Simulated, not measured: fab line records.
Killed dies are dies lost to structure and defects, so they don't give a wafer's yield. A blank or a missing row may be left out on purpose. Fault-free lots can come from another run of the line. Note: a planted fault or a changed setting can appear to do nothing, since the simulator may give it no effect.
A struck lot beside a sound one    flow n5_finfet    45 steps out of a route of 1938
Sound: the wafers L954.2, L954.3, L954.5. Struck: wafer L947.6. (L947.1, L947.5 of the same lot were not struck and are left out.) The cause comes at the end.
At each step with rows: each side's tool, then ch and its chambers, then its first start. Under that, the readings that differ: sound wafers    struck wafers    difference of the means    sigmas: that difference in standard deviations of wafers without a fault.
alike: words and numbers the same on both sides, and readings whose means are apart by under 2 such deviations; not compared: readings that were withheld, readings missing a value for some wafer, numbers with overlapping values and no deviation given by the record, and bounds like >300 which may hide the same value.
Wherever a step has rows on one side only, a row that says differs or no value, or a row with sigmas, the two part there. Non-overlapping numbers with no deviation appear without sigmas and do not part them. Lack of a reading on every wafer of one side parts them only where that side has two or more wafers.

first, 11 steps without rows for these wafers: N5_BEOL_M4_DESCUM_33 (chemistry O2, time 7 s); N5_BEOL_M4_ETCH_77 (etches underlayer in N2/H2, target depth 6.5 nm, time 5.2 s); N5_BEOL_M4_ETCH_69 (etches SiARC in CF4, target depth 15.6 nm, time 26 s); N5_BEOL_M4_ALD_98 (deposits SiO2, target thk 2.5 nm, pulse time 1 s, co reactant pulse time 1 s); N5_BEOL_M4_ETCHBACK_99 (etches SiO2 in CHF3, target depth 5 nm, time 10.4 s); N5_BEOL_M4_ETCH_70 (etches SOC in N2/H2, target depth 80 nm, overetch 24 nm, time 130 s); N5_BEOL_M4_STRIP_71 (strips in N2/H2); N5_BEOL_M4_STRIP_78 (strips in N2/H2); N5_BEOL_M4_VIA_ETCH_34 (etches the open film in C4F6/O2, target depth 69.4 nm, time 65.9 s); N5_BEOL_M4_STRIP_83 (strips in C4F6/O2); N5_BEOL_M4_STRIP_36 (strips in N2/H2).
N5_BEOL_M4_TRENCH_ETCH_37: etches SiOC in C4F6/O2, target depth 55.555 nm, time 29.2 s.
  sound on rie_diel-03 ch 1,2,3, day 12 20:13; struck on rie_diel-06 ch 0, day 11 15:32
reading                              sound              struck  difference  sigmas
rf_fwd_power_W (W)                   349.1 348.7 351.3  432.7   +83.0       +59
rf_vpp_V (V)                         662 678 676        608     -64         -7
showerhead_plenum_p_Torr (Torr)      2.93 2.98 3.03     2.73    -0.25       -3
model.etch.depth_nm (nm)             56.93 54.01 55.96  59.5    +3.9        
model.BEOL_M4.feature_depth_nm (nm)  57 54 56           59.6    +3.9        
  alike: drypump_motor_current_A, oes_ar_750_au, oes_f_703_au, oes_product_au, throttle_valve_pct
  not compared: rf_hours_counter_h
then, 2 steps without rows for these wafers: N5_BEOL_M4_ETCH_41 (etches SiCN in CH3F/O2, target depth 29.9 nm, time 52.5 s); N5_BEOL_M4_STRIP_97 (strips in N2/H2, time 10 s).
N5_BEOL_M4_OCD_MEAS_38:
  sound on ocd-02, day 12 20:22; struck on ocd-02, day 11 15:41
reading               sound           struck  difference  sigmas
trench_depth_nm (nm)  56.2 54.1 56.4  59.7    +4.1        +4
then, 25 steps without rows for these wafers: N5_BEOL_M4_HM_STRIP_39 (strips TiN in peroxide tin strip, target depth 25 nm, time 158 s); N5_BEOL_M4_SRD_40 (time 30 s); N5_BEOL_M4_PRECLEAN_42 (cleans in residue remover, time 60 s); N5_BEOL_M4_SRD_43 (time 30 s); N5_BEOL_M4_DEGAS_44 (time 60 s); N5_BEOL_M4_PRE_CLEAN_45 (time 30 s); N5_BEOL_M4_ALD_84 (deposits TaN, pulse time 2 s, purge time 3 s, co reactant purge time 2 s); N5_BEOL_M4_SURFACE_TREAT_85; N5_BEOL_M4_CVD_47 (deposits Co from CCTBA/H2, target thk 3 nm, time 223.8 s); N5_BEOL_M4_SPUTTER_48 (material Cu, target thk 4.5 nm, time 8.29 s); N5_BEOL_M4_ANNEAL_49 (time 240 s); N5_BEOL_M4_SPUTTER_79 (material Cu, target thk 4.5 nm, time 8.29 s); N5_BEOL_M4_ANNEAL_80 (time 240 s); N5_BEOL_M4_SPUTTER_81 (material Cu, target thk 4.5 nm, time 8.29 s); N5_BEOL_M4_ANNEAL_82 (time 240 s); N5_BEOL_M4_SPUTTER_86 (material Cu, target thk 4.5 nm, time 8.29 s); N5_BEOL_M4_ANNEAL_87 (time 240 s); N5_BEOL_M4_SPUTTER_88 (material Cu, target thk 4.5 nm, time 8.29 s); N5_BEOL_M4_ANNEAL_89 (time 240 s); N5_BEOL_M4_SPUTTER_90 (material Cu, target thk 4.5 nm, time 8.29 s); N5_BEOL_M4_ANNEAL_91 (time 240 s); N5_BEOL_M4_SPUTTER_92 (material Cu, target thk 4.5 nm, time 8.29 s); N5_BEOL_M4_ANNEAL_93 (time 240 s); N5_BEOL_M4_SPUTTER_94 (material Cu, target thk 4.5 nm, time 8.29 s); N5_BEOL_M4_ANNEAL_95 (time 240 s).
N5_BEOL_M4_CMP_52: polishes, stops on SiOC, t overpolish 6.8 s, target thk 40 nm.
  sound on cmp-04 ch 2,3, day 13 01:28; struck on cmp-03 ch 3, day 11 19:24
reading                                 sound           struck  difference  sigmas
model.Cu_of_BEOL_M4_ECD_50.thk_nm (nm)  40.6 38.2 42.2  44.2    +3.9        
  alike: barrier_field_endpoint_s, motor_current_A, overpolish_run_s, slurry_flow_ml_min, time_to_endpoint_s
N5_BEOL_M4_THK_MEAS_53: measures by xrf.
  sound on film_metro-01, day 13 01:46; struck on film_metro-01, day 11 19:35
reading      sound           struck  difference  sigmas
M4_THK (nm)  40.7 38.4 42.3  44.0    +3.5        +3
N5_BEOL_M4_RS_MEAS_58: measurement is done with a four-point probe.
  sound on film_metro-01, day 13 02:16; struck on film_metro-01, day 11 19:50
reading         sound           struck  difference  sigmas
M4_RS (ohm/sq)  0.66 0.71 0.62  0.59    -0.07       -2
N5_BEOL_M4_RC_MEAS_101:
  sound on prober-01 ch 0, day 13 02:28; struck on prober-01 ch 0, day 11 19:54
  alike: DIBL_N, DIBL_P, IOFF_N, IOFF_P, ION_N, ION_P, SS_N, SS_P, VT_N, VT_P
N5_PASSIVATION_PROBE_49:
  the record has rows for the sound wafers here (prober-02, day 17 04:14) and none for the struck ones

== WHERE THEY PART ==
Earliest at N5_BEOL_M4_TRENCH_ETCH_37; latest, in this record, at N5_PASSIVATION_PROBE_49.

WHY: whatever the simulator had introduced
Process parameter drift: rie_diel-06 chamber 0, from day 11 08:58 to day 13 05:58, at N5_BEOL_M4_TRENCH_ETCH_37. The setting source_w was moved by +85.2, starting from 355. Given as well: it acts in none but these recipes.
